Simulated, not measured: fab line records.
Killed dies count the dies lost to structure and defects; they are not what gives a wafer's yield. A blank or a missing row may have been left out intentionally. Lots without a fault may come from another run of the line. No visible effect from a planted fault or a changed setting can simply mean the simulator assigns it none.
Matching of chambers | flow nand_harc | rie_diel-03 running NHARC_A_CONTACT_ETCH_88: 4 sister chambers
The step etches the open film in CF4, target depth 39 nm, time 65 s. 4 wafers are shown with their chamber, then 11 later ones without.

## WAFERS WITH THEIR CHAMBER
wafer  | chamber | showerhead_plenum_p_Torr (Torr)
L086.1 | 3       | 1.71
L086.4 | 0       | 1.75
L086.6 | 1       | 1.66
L093.1 | 2       | 1.85

## WAFERS WHOSE CHAMBER IS MISSING
wafer  | showerhead_plenum_p_Torr (Torr)
L093.2 | 1.75
L093.6 | 1.85
L089.1 | 1.75
L089.2 | 1.71
L089.5 | 1.71
L091.1 | 1.65
L091.4 | 1.71
L091.6 | 1.71
L092.1 | 1.65
L092.3 | 1.75
L092.4 | 1.85

## EACH ONE'S CHAMBER
wafer  | from the rows above | in truth
L093.2 | 0                   | 0
L093.6 | 2                   | 2
L089.1 | 0                   | 0
L089.2 | 3                   | 3
L089.5 | 3                   | 3
L091.1 | 1                   | 1
L091.4 | 3                   | 3
L091.6 | 3                   | 3
L092.1 | 1                   | 1
L092.3 | 0                   | 0
L092.4 | 2                   | 2
Correct placement for 11 of the 11. Number that these rows cannot place: 0. Placed wrongly: 0.
How it was worked out, from the rows above alone: a wafer's distance from a chamber is the root of the sum, over the readings, of the square of ((its reading less the chamber's mean) divided by the reading's scatter). If the next closest chamber is less than 2 further off than the closest, the wafer can't be placed; otherwise it belongs to the closest. A chamber's mean is the mean of its shown wafers. The scatter (one wafer shown for each chamber): square how far every hidden wafer sits from the nearest shown wafer, average those squares and take the square root.
